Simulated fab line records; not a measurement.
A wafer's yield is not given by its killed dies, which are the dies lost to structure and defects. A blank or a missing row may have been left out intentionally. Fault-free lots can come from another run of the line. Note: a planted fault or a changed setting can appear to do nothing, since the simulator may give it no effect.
Which tool did it? + flow nand-harc + 69 wafers from 23 lots sampled at 6 of the route's 1159 steps

== WHAT THE GAUGES READ, wafer by wafer ==
The record holds no reading of a measuring or inspecting step that can be judged against a usual standard deviation.

== WHAT TOOL EACH LOT RAN ON (gives the tool, then ch and the chambers of the sampled wafers, and finally the start) ==
| lot  | NHARC_A_CHANNEL_FILL_D1_ETCHBACK_08           | NHARC_A_STAIRCASE_STRIP_171          | NHARC_A_STAIRCASE_TRIM_12          | NHARC_A_STAIRCASE_ETCH_188     | NHARC_A_STAIRCASE_TRIM_200     | NHARC_A_STAIRCASE_TRIM_224     |
|------|-----------------------------------------------|--------------------------------------|------------------------------------|--------------------------------|--------------------------------|--------------------------------|
| L074 | rie-diel-11 ch 0,1,3, day 11 02:47 or earlier | plasma-asher-01 ch 0,1, day 11 02:47 | rie-diel-07 ch 0,1,2, day 11 04:21 | rie-diel-09 ch 0,2,3, no start | rie-diel-07 ch 1,2,3, no start | rie-diel-07 ch 0,2,3, no start |
| L075 | rie-diel-04 ch 0,2,3, day 11 05:58 or earlier | plasma-asher-01 ch 0,1, day 11 05:58 | rie-diel-07 ch 0,1,3, day 11 07:40 | rie-diel-09 ch 0,3, no start   | rie-diel-06 ch 0,1,2, no start | rie-diel-07 ch 1,2,3, no start |
| L077 | rie-diel-04 ch 0,1, day 11 09:32 or earlier   | plasma-asher-02 ch 0,1, day 11 09:32 | rie-diel-07 ch 1,2,3, day 11 11:01 | rie-diel-07 ch 0,1,3, no start | rie-diel-07 ch 0,2,3, no start | rie-diel-06 ch 0,1,3, no start |
| L076 | rie-diel-13 ch 0,2,3, day 11 13:40 or earlier | plasma-asher-02 ch 0,1, day 11 13:40 | rie-diel-06 ch 0,1,3, day 11 15:18 | rie-diel-07 ch 0,2,3, no start | rie-diel-06 ch 1,2,3, no start | rie-diel-09 ch 1,2,3, no start |
| L080 | rie-diel-13 ch 0,2, day 11 17:29 or earlier   | plasma-asher-02 ch 0,1, day 11 17:29 | rie-diel-07 ch 0,1,3, day 11 18:55 | rie-diel-09 ch 0,1,3, no start | rie-diel-07 ch 0,1,2, no start | rie-diel-07 ch 1,2,3, no start |
| L078 | rie-diel-13 ch 0,2, day 11 16:49 or earlier   | plasma-asher-02 ch 0,1, day 11 16:49 | rie-diel-06 ch 1,2,3, day 11 18:34 | rie-diel-06 ch 0,1,2, no start | rie-diel-07 ch 0,1,2, no start | rie-diel-09 ch 1,2, no start   |
| L079 | rie-diel-13 ch 1,3, day 11 16:37 or earlier   | plasma-asher-02 ch 0,1, day 11 16:37 | rie-diel-07 ch 0,1,3, day 11 18:10 | rie-diel-09 ch 0,1, no start   | rie-diel-06 ch 0,1,3, no start | rie-diel-07 ch 0,2, no start   |
| L083 | rie-diel-13 ch 0,2,3, day 12 11:17 or earlier | plasma-asher-02 ch 0,1, day 12 11:17 | rie-diel-09 ch 0,2,3, day 12 12:49 | rie-diel-09 ch 1,2, no start   | rie-diel-06 ch 0,2,3, no start | rie-diel-06 ch 0,3, no start   |
| L082 | rie-diel-04 ch 1,2,3, day 12 18:17 or earlier | plasma-asher-02 ch 0,1, day 12 18:17 | rie-diel-09 ch 0,3, day 12 19:49   | rie-diel-09 ch 1,3, no start   | rie-diel-07 ch 1,2,3, no start | rie-diel-09 ch 1,3, no start   |
| L084 | rie-diel-04 ch 1,2, day 13 06:55 or earlier   | plasma-asher-01 ch 0,1, day 13 06:55 | rie-diel-09 ch 1,2, day 13 08:28   | rie-diel-09 ch 0,1,2, no start | rie-diel-09 ch 0,1,3, no start | rie-diel-06 ch 1,2, no start   |
| L085 | rie-diel-13 ch 0,1,3, day 13 06:38 or earlier | plasma-asher-01 ch 1, day 13 06:38   | rie-diel-06 ch 0,1, day 13 08:14   | rie-diel-07 ch 0,3, no start   | rie-diel-07 ch 1,2, no start   | rie-diel-06 ch 1,2, no start   |
| L086 | rie-diel-13 ch 0,1, day 13 19:53 or earlier   | plasma-asher-01 ch 0,1, day 13 19:53 | rie-diel-09 ch 0,3, day 13 21:32   | rie-diel-06 ch 0,2,3, no start | rie-diel-09 ch 0,1,3, no start | rie-diel-06 ch 0,1, no start   |
| L087 | rie-diel-04 ch 0,1,3, day 13 19:52 or earlier | plasma-asher-02 ch 0,1, day 13 19:52 | rie-diel-09 ch 0,2,3, day 13 21:38 | rie-diel-09 ch 1,2, no start   | rie-diel-06 ch 0,1, no start   | rie-diel-09 ch 0,2,3, no start |
| L089 | rie-diel-13 ch 0,1,3, day 14 17:50 or earlier | plasma-asher-02 ch 0,1, day 14 17:50 | rie-diel-07 ch 0,1,2, day 14 19:25 | rie-diel-09 ch 0,1,3, no start | rie-diel-09 ch 2,3, no start   | rie-diel-06 ch 1,3, no start   |
| L090 | rie-diel-04 ch 0,2,3, day 14 17:31 or earlier | plasma-asher-02 ch 0,1, day 14 17:31 | rie-diel-06 ch 2,3, day 14 19:08   | rie-diel-07 ch 1,2, no start   | rie-diel-06 ch 1,3, no start   | rie-diel-09 ch 2,3, no start   |
| L088 | rie-diel-13 ch 0,1, day 15 01:23 or earlier   | plasma-asher-02 ch 0,1, day 15 01:23 | rie-diel-07 ch 0,1,2, day 15 02:59 | rie-diel-07 ch 1,3, no start   | rie-diel-07 ch 0,1, no start   | rie-diel-06 ch 1,3, no start   |
| L091 | rie-diel-13 ch 0,1, day 15 05:07 or earlier   | plasma-asher-02 ch 0,1, day 15 05:07 | rie-diel-06 ch 1,2,3, day 15 06:35 | rie-diel-09 ch 0,1,2, no start | rie-diel-06 ch 2,3, no start   | rie-diel-06 ch 1,2,3, no start |
| L093 | rie-diel-04 ch 1,2, day 15 05:24 or earlier   | plasma-asher-02 ch 0,1, day 15 05:24 | rie-diel-09 ch 1,2, day 15 06:59   | rie-diel-07 ch 0,1,3, no start | rie-diel-09 ch 0,1,3, no start | rie-diel-06 ch 1,3, no start   |
| L092 | rie-diel-13 ch 0,1,3, day 15 09:25 or earlier | plasma-asher-01 ch 0,1, day 15 09:25 | rie-diel-06 ch 2,3, day 15 10:55   | rie-diel-07 ch 0,1,3, no start | rie-diel-09 ch 2,3, no start   | rie-diel-07 ch 1,2,3, no start |
| L095 | rie-diel-04 ch 1,2, day 15 15:56 or earlier   | plasma-asher-01 ch 0,1, day 15 15:56 | rie-diel-07 ch 0,1, day 15 17:20   | rie-diel-06 ch 1,3, no start   | rie-diel-06 ch 1,2,3, no start | rie-diel-09 ch 0,1,2, no start |
| L094 | rie-diel-13 ch 0,1,3, day 15 15:57 or earlier | plasma-asher-02 ch 0,1, day 15 15:57 | rie-diel-07 ch 0,1, day 15 17:34   | rie-diel-09 ch 0,2,3, no start | rie-diel-09 ch 0,2,3, no start | rie-diel-07 ch 0,2,3, no start |
| L096 | rie-diel-13 ch 1,2,3, day 15 23:26 or earlier | plasma-asher-01 ch 0,1, day 15 23:26 | rie-diel-06 ch 1,2, day 16 01:07   | rie-diel-07 ch 0,2,3, no start | rie-diel-07 ch 0,2, no start   | rie-diel-09 ch 0,2, no start   |
| L097 | rie-diel-04 ch 0,2,3, day 16 16:01 or earlier | plasma-asher-01 ch 0,1, day 16 16:01 | rie-diel-06 ch 1,3, day 16 17:30   | rie-diel-07 ch 1,2, no start   | rie-diel-07 ch 1,2, no start   | rie-diel-06 ch 1,2,3, no start |
- NHARC_A_CHANNEL_FILL_D1_ETCHBACK_08: etches the open film in C4F8, target depth 220 nm, time 110 s.
- NHARC_A_STAIRCASE_STRIP_171: strips in O2.
- NHARC_A_STAIRCASE_TRIM_12: chemistry O2, time 211.2 s.
- NHARC_A_STAIRCASE_ETCH_188: etches the open film in C4F8/O2, target depth 100 nm, time 40.5 s.
- NHARC_A_STAIRCASE_TRIM_200: chemistry O2, time 211.2 s.
- NHARC_A_STAIRCASE_TRIM_224: chemistry O2, time 211.2 s.

== AS READ BY THE TOOLS THEMSELVES (means over the sampled wafers that have a number; for cases with no such wafer, the mark the record gives instead) ==
NHARC_A_CHANNEL_FILL_D1_ETCHBACK_08. Usual: oes-product-au 0.95 a.u., standard deviation 0.039; rf-vpp-V 440.6 V, standard deviation 2.7.
| lot  | tool        | oes-product-au (a.u.) | rf-vpp-V (V) | flag |
|------|-------------|-----------------------|--------------|------|
| L074 | rie-diel-11 | 0.93                  | 442.9        |      |
| L075 | rie-diel-04 | 0.93                  | 438.3        |      |
| L077 | rie-diel-04 | 0.92                  | 439.5        |      |
| L076 | rie-diel-13 | 0.92                  | 443.1        |      |
| L080 | rie-diel-13 | 0.91                  | 444.8        |      |
| L078 | rie-diel-13 | 0.90                  | 444.8        |      |
| L079 | rie-diel-13 | 0.98                  | 438.9        |      |
| L083 | rie-diel-13 | 0.92                  | 443.2        |      |
| L082 | rie-diel-04 | 0.93                  | 438.7        |      |
| L084 | rie-diel-04 | 0.91                  | 437.9        |      |
| L085 | rie-diel-13 | 1.00                  | 441.3        |      |
| L086 | rie-diel-13 | 0.99                  | 439.3        |      |
| L087 | rie-diel-04 | 1.00                  | 438.8        |      |
| L089 | rie-diel-13 | 0.93                  | 441.1        |      |
| L090 | rie-diel-04 | 0.93                  | 438.5        |      |
| L088 | rie-diel-13 | 0.91                  | 440.6        |      |
| L091 | rie-diel-13 | 1.00                  | 441.5        |      |
| L093 | rie-diel-04 | 0.99                  | 438.9        |      |
| L092 | rie-diel-13 | 0.96                  | 440.6        |      |
| L095 | rie-diel-04 | 0.99                  | 437.3        |      |
| L094 | rie-diel-13 | 0.99                  | 440.1        |      |
| L096 | rie-diel-13 | 1.01                  | 441.8        |      |
| L097 | rie-diel-04 | 0.93                  | 437.6        |      |

NHARC_A_STAIRCASE_STRIP_171. Usual: drypump-motor-current-A 6.24 A, standard deviation 0.092; heater-power-w 329 W, standard deviation 14.
| lot  | tool            | drypump-motor-current-A (A) | heater-power-w (W) | flag |
|------|-----------------|-----------------------------|--------------------|------|
| L074 | plasma-asher-01 | 6.14                        | 319                |      |
| L075 | plasma-asher-01 | 6.21                        | 309                |      |
| L077 | plasma-asher-02 | 6.27                        | 337                |      |
| L076 | plasma-asher-02 | 6.25                        | 336                |      |
| L080 | plasma-asher-02 | 6.33                        | 340                |      |
| L078 | plasma-asher-02 | 6.29                        | 339                |      |
| L079 | plasma-asher-02 | 6.33                        | 338                |      |
| L083 | plasma-asher-02 | 6.25                        | 334                |      |
| L082 | plasma-asher-02 | 6.26                        | 330                |      |
| L084 | plasma-asher-01 | 6.15                        | 319                |      |
| L085 | plasma-asher-01 | 6.14                        | 323                |      |
| L086 | plasma-asher-01 | 6.16                        | 325                |      |
| L087 | plasma-asher-02 | 6.24                        | 330                |      |
| L089 | plasma-asher-02 | 6.36                        | 342                |      |
| L090 | plasma-asher-02 | 6.25                        | 338                |      |
| L088 | plasma-asher-02 | 6.33                        | 343                |      |
| L091 | plasma-asher-02 | 6.33                        | 336                |      |
| L093 | plasma-asher-02 | 6.31                        | 338                |      |
| L092 | plasma-asher-01 | 6.20                        | 322                |      |
| L095 | plasma-asher-01 | 6.17                        | 323                |      |
| L094 | plasma-asher-02 | 6.32                        | 335                |      |
| L096 | plasma-asher-01 | 6.18                        | 325                |      |
| L097 | plasma-asher-01 | 6.19                        | 318                |      |

NHARC_A_STAIRCASE_TRIM_12. Usual: drypump-motor-current-A 5.9 A, standard deviation 0.5; mfc-ar-sccm 0.006 sccm, standard deviation 0.011; oes-product-au 1.003 a.u., standard deviation 0.0086; rf-vpp-V 57.7 V, standard deviation 0.84; showerhead-plenum-p-Torr 3.51 Torr, standard deviation 0.12; throttle-valve-pct 17.038 %, standard deviation 0.009.
| lot  | tool        | drypump-motor-current-A (A) | mfc-ar-sccm (sccm) | oes-product-au (a.u.) | rf-vpp-V (V) | showerhead-plenum-p-Torr (Torr) | throttle-valve-pct (%) | flag |
|------|-------------|-----------------------------|--------------------|-----------------------|--------------|---------------------------------|------------------------|------|
| L074 | rie-diel-07 | 6.0                         | 0.011              | 1.000                 | 58.3         | 3.47                            | 17.046                 |      |
| L075 | rie-diel-07 | 6.2                         | 0.011              | 1.013                 | 58.4         | 3.45                            | 17.045                 |      |
| L077 | rie-diel-07 | 6.0                         | 0.000              | 1.004                 | 58.4         | 3.54                            | 17.042                 |      |
| L076 | rie-diel-06 | 5.9                         | 0.001              | 1.000                 | 57.3         | 3.44                            | 17.033                 |      |
| L080 | rie-diel-07 | 6.3                         | 0.011              | 1.008                 | 57.8         | 3.45                            | 17.036                 |      |
| L078 | rie-diel-06 | 5.7                         | 0.000              | 0.998                 | 57.9         | 3.54                            | 17.038                 |      |
| L079 | rie-diel-07 | 6.3                         | 0.011              | 1.009                 | 57.2         | 3.45                            | 17.036                 |      |
| L083 | rie-diel-09 | 5.8                         | 0.003              | 1.004                 | 58.3         | 3.57                            | 17.042                 |      |
| L082 | rie-diel-09 | 5.9                         | 0.006              | 0.998                 | 58.1         | 3.56                            | 17.037                 |      |
| L084 | rie-diel-09 | 6.1                         | 0.010              | 1.001                 | 58.3         | 3.60                            | 17.036                 |      |
| L085 | rie-diel-06 | 5.7                         | 0.002              | 0.998                 | 57.9         | 3.34                            | 17.037                 |      |
| L086 | rie-diel-09 | 5.8                         | 0.006              | 0.993                 | 57.9         | 3.56                            | 17.028                 |      |
| L087 | rie-diel-09 | 5.8                         | 0.003              | 0.992                 | 57.9         | 3.56                            | 17.035                 |      |
| L089 | rie-diel-07 | 6.0                         | 0.011              | 1.000                 | 57.6         | 3.45                            | 17.034                 |      |
| L090 | rie-diel-06 | 5.7                         | 0.000              | 1.003                 | 58.4         | 3.58                            | 17.043                 |      |
| L088 | rie-diel-07 | 6.0                         | 0.011              | 1.011                 | 57.2         | 3.45                            | 17.046                 |      |
| L091 | rie-diel-06 | 5.7                         | 0.000              | 1.008                 | 57.9         | 3.53                            | 17.045                 |      |
| L093 | rie-diel-09 | 5.9                         | 0.019              | 0.996                 | 57.6         | 3.58                            | 17.034                 |      |
| L092 | rie-diel-06 | 5.7                         | 0.000              | 1.006                 | 58.1         | 3.58                            | 17.030                 |      |
| L095 | rie-diel-07 | 6.2                         | 0.021              | 1.015                 | 57.2         | 3.36                            | 17.047                 |      |
| L094 | rie-diel-07 | 6.0                         | 0.011              | 1.008                 | 56.3         | 3.34                            | 17.037                 |      |
| L096 | rie-diel-06 | 5.7                         | 0.000              | 1.000                 | 57.9         | 3.47                            | 17.036                 |      |
| L097 | rie-diel-06 | 6.0                         | 0.000              | 1.004                 | 56.9         | 3.46                            | 17.029                 |      |

NHARC_A_STAIRCASE_ETCH_188. Usual: oes-product-au 0.944 a.u., standard deviation 0.013; rf-vpp-V 896 V, standard deviation 4.1.
| lot  | tool        | oes-product-au (a.u.) | rf-vpp-V (V) | flag |
|------|-------------|-----------------------|--------------|------|
| L074 | rie-diel-09 | 0.954                 | 897          |      |
| L075 | rie-diel-09 | 0.957                 | 896          |      |
| L077 | rie-diel-07 | 0.958                 | 892          |      |
| L076 | rie-diel-07 | 0.929                 | 897          |      |
| L080 | rie-diel-09 | 0.932                 | 898          |      |
| L078 | rie-diel-06 | 0.959                 | 893          |      |
| L079 | rie-diel-09 | 0.955                 | 897          |      |
| L083 | rie-diel-09 | 0.948                 | 899          |      |
| L082 | rie-diel-09 | 0.919                 | 899          |      |
| L084 | rie-diel-09 | 0.950                 | 898          |      |
| L085 | rie-diel-07 | 0.959                 | 894          |      |
| L086 | rie-diel-06 | 0.948                 | 895          |      |
| L087 | rie-diel-09 | 0.935                 | 898          |      |
| L089 | rie-diel-09 | 0.947                 | 897          |      |
| L090 | rie-diel-07 | 0.937                 | 896          |      |
| L088 | rie-diel-07 | 0.942                 | 892          |      |
| L091 | rie-diel-09 | 0.947                 | 898          |      |
| L093 | rie-diel-07 | 0.937                 | 893          |      |
| L092 | rie-diel-07 | 0.957                 | 892          |      |
| L095 | rie-diel-06 | 0.925                 | 893          |      |
| L094 | rie-diel-09 | 0.945                 | 898          |      |
| L096 | rie-diel-07 | 0.948                 | 896          |      |
| L097 | rie-diel-07 | 0.939                 | 892          |      |

NHARC_A_STAIRCASE_TRIM_200. Usual: drypump-motor-current-A 5.9 A, standard deviation 0.48; mfc-ar-sccm 0.006 sccm, standard deviation 0.011; oes-product-au 1.003 a.u., standard deviation 0.0095; rf-vpp-V 57.8 V, standard deviation 0.85; showerhead-plenum-p-Torr 3.50 Torr, standard deviation 0.12; throttle-valve-pct 17.036 %, standard deviation 0.0093.
| lot  | tool        | drypump-motor-current-A (A) | mfc-ar-sccm (sccm) | oes-product-au (a.u.) | rf-vpp-V (V) | showerhead-plenum-p-Torr (Torr) | throttle-valve-pct (%) | flag |
|------|-------------|-----------------------------|--------------------|-----------------------|--------------|---------------------------------|------------------------|------|
| L074 | rie-diel-07 | 6.0                         | 0.000              | 1.000                 | 57.8         | 3.54                            | 17.046                 |      |
| L075 | rie-diel-06 | 5.5                         | 0.001              | 0.995                 | 57.8         | 3.45                            | 17.047                 |      |
| L077 | rie-diel-07 | 6.3                         | 0.011              | 1.010                 | 58.0         | 3.56                            | 17.031                 |      |
| L076 | rie-diel-06 | 5.7                         | 0.000              | 0.992                 | 56.9         | 3.54                            | 17.040                 |      |
| L080 | rie-diel-07 | 6.0                         | 0.011              | 1.007                 | 57.7         | 3.47                            | 17.043                 |      |
| L078 | rie-diel-07 | 6.0                         | 0.011              | 1.012                 | 57.9         | 3.47                            | 17.030                 |      |
| L079 | rie-diel-06 | 5.9                         | 0.001              | 1.002                 | 57.3         | 3.44                            | 17.039                 |      |
| L083 | rie-diel-06 | 5.6                         | 0.001              | 0.996                 | 58.2         | 3.49                            | 17.036                 |      |
| L082 | rie-diel-07 | 6.0                         | 0.000              | 1.006                 | 57.8         | 3.53                            | 17.031                 |      |
| L084 | rie-diel-09 | 5.7                         | 0.013              | 0.992                 | 57.9         | 3.56                            | 17.042                 |      |
| L085 | rie-diel-07 | 5.8                         | 0.000              | 1.018                 | 57.4         | 3.44                            | 17.031                 |      |
| L086 | rie-diel-09 | 5.6                         | 0.013              | 1.004                 | 57.8         | 3.56                            | 17.039                 |      |
| L087 | rie-diel-06 | 5.7                         | 0.002              | 1.003                 | 57.7         | 3.33                            | 17.021                 |      |
| L089 | rie-diel-09 | 6.3                         | 0.006              | 0.997                 | 58.0         | 3.58                            | 17.036                 |      |
| L090 | rie-diel-06 | 6.0                         | 0.000              | 0.991                 | 57.7         | 3.47                            | 17.036                 |      |
| L088 | rie-diel-07 | 6.0                         | 0.011              | 1.012                 | 57.1         | 3.34                            | 17.041                 |      |
| L091 | rie-diel-06 | 5.7                         | 0.000              | 1.001                 | 58.0         | 3.57                            | 17.034                 |      |
| L093 | rie-diel-09 | 5.6                         | 0.013              | 0.990                 | 57.7         | 3.55                            | 17.035                 |      |
| L092 | rie-diel-09 | 6.2                         | 0.003              | 1.004                 | 58.1         | 3.58                            | 17.039                 |      |
| L095 | rie-diel-06 | 5.7                         | 0.000              | 1.001                 | 56.8         | 3.52                            | 17.039                 |      |
| L094 | rie-diel-09 | 5.8                         | 0.003              | 1.003                 | 58.5         | 3.55                            | 17.033                 |      |
| L096 | rie-diel-07 | 6.0                         | 0.011              | 1.008                 | 57.0         | 3.57                            | 17.037                 |      |
| L097 | rie-diel-07 | 5.7                         | 0.000              | 1.009                 | 57.8         | 3.54                            | 17.042                 |      |

NHARC_A_STAIRCASE_TRIM_224. Usual: drypump-motor-current-A 5.8 A, standard deviation 0.52; mfc-ar-sccm 0.005 sccm, standard deviation 0.01; oes-product-au 1.002 a.u., standard deviation 0.0076; rf-vpp-V 57.7 V, standard deviation 0.87; showerhead-plenum-p-Torr 3.51 Torr, standard deviation 0.11; throttle-valve-pct 17.036 %, standard deviation 0.0096.
| lot  | tool        | drypump-motor-current-A (A) | mfc-ar-sccm (sccm) | oes-product-au (a.u.) | rf-vpp-V (V) | showerhead-plenum-p-Torr (Torr) | throttle-valve-pct (%) | flag |
|------|-------------|-----------------------------|--------------------|-----------------------|--------------|---------------------------------|------------------------|------|
| L074 | rie-diel-07 | 6.2                         | 0.011              | 1.009                 | 58.3         | 3.56                            | 17.035                 |      |
| L075 | rie-diel-07 | 6.0                         | 0.000              | 1.008                 | 58.2         | 3.54                            | 17.041                 |      |
| L077 | rie-diel-06 | 5.9                         | 0.001              | 1.000                 | 58.0         | 3.44                            | 17.033                 |      |
| L076 | rie-diel-09 | 6.1                         | 0.013              | 1.003                 | 58.8         | 3.59                            | 17.035                 |      |
| L080 | rie-diel-07 | 6.0                         | 0.000              | 1.001                 | 57.8         | 3.54                            | 17.031                 |      |
| L078 | rie-diel-09 | 6.1                         | 0.010              | 1.013                 | 57.2         | 3.60                            | 17.033                 |      |
| L079 | rie-diel-07 | 6.0                         | 0.011              | 1.001                 | 57.6         | 3.58                            | 17.036                 |      |
| L083 | rie-diel-06 | 5.9                         | 0.001              | 1.007                 | 57.3         | 3.48                            | 17.030                 |      |
| L082 | rie-diel-09 | 6.2                         | 0.016              | 0.999                 | 57.7         | 3.58                            | 17.036                 |      |
| L084 | rie-diel-06 | 5.7                         | 0.000              | 1.007                 | 58.4         | 3.48                            | 17.045                 |      |
| L085 | rie-diel-06 | 5.3                         | 0.000              | 0.999                 | 57.9         | 3.54                            | 17.032                 |      |
| L086 | rie-diel-06 | 5.9                         | 0.001              | 1.001                 | 56.7         | 3.38                            | 17.039                 |      |
| L087 | rie-diel-09 | 5.8                         | 0.003              | 0.998                 | 58.0         | 3.56                            | 17.035                 |      |
| L089 | rie-diel-06 | 6.1                         | 0.000              | 0.989                 | 57.7         | 3.47                            | 17.031                 |      |
| L090 | rie-diel-09 | 6.2                         | 0.003              | 0.999                 | 57.2         | 3.59                            | 17.037                 |      |
| L088 | rie-diel-06 | 6.1                         | 0.000              | 0.994                 | 57.9         | 3.51                            | 17.031                 |      |
| L091 | rie-diel-06 | 5.7                         | 0.000              | 1.002                 | 58.5         | 3.52                            | 17.032                 |      |
| L093 | rie-diel-06 | 6.1                         | 0.000              | 0.996                 | 57.3         | 3.51                            | 17.035                 |      |
| L092 | rie-diel-07 | 5.9                         | 0.000              | 1.002                 | 58.0         | 3.52                            | 17.038                 |      |
| L095 | rie-diel-09 | 5.6                         | 0.010              | 1.002                 | 58.6         | 3.55                            | 17.039                 |      |
| L094 | rie-diel-07 | 6.2                         | 0.011              | 1.007                 | 57.8         | 3.54                            | 17.042                 |      |
| L096 | rie-diel-09 | 5.7                         | 0.000              | 1.004                 | 57.1         | 3.55                            | 17.032                 |      |
| L097 | rie-diel-06 | 5.7                         | 0.000              | 0.998                 | 57.4         | 3.51                            | 17.040                 |      |

== THE ANSWER, worked out from the rows above alone ==
Rule: a lot counts as off when the mean over its wafers that have a number is more than 3 standard deviations away from the usual mean. A lot without any number at a reading at which 4 lots or more have one is off too. The other lots that the step has rows for count as sound. First the gauges in route order, then the tools' own readings, where a lot's mean is used as printed above. At the first step where some lot is off, the reading lying furthest off is the one used; lots without a number count as furthest.
Across all readings shown, no lot is off: no conclusion can be drawn from this.

== WHAT HAD BEEN PUT IN BY THE SIMULATOR ==
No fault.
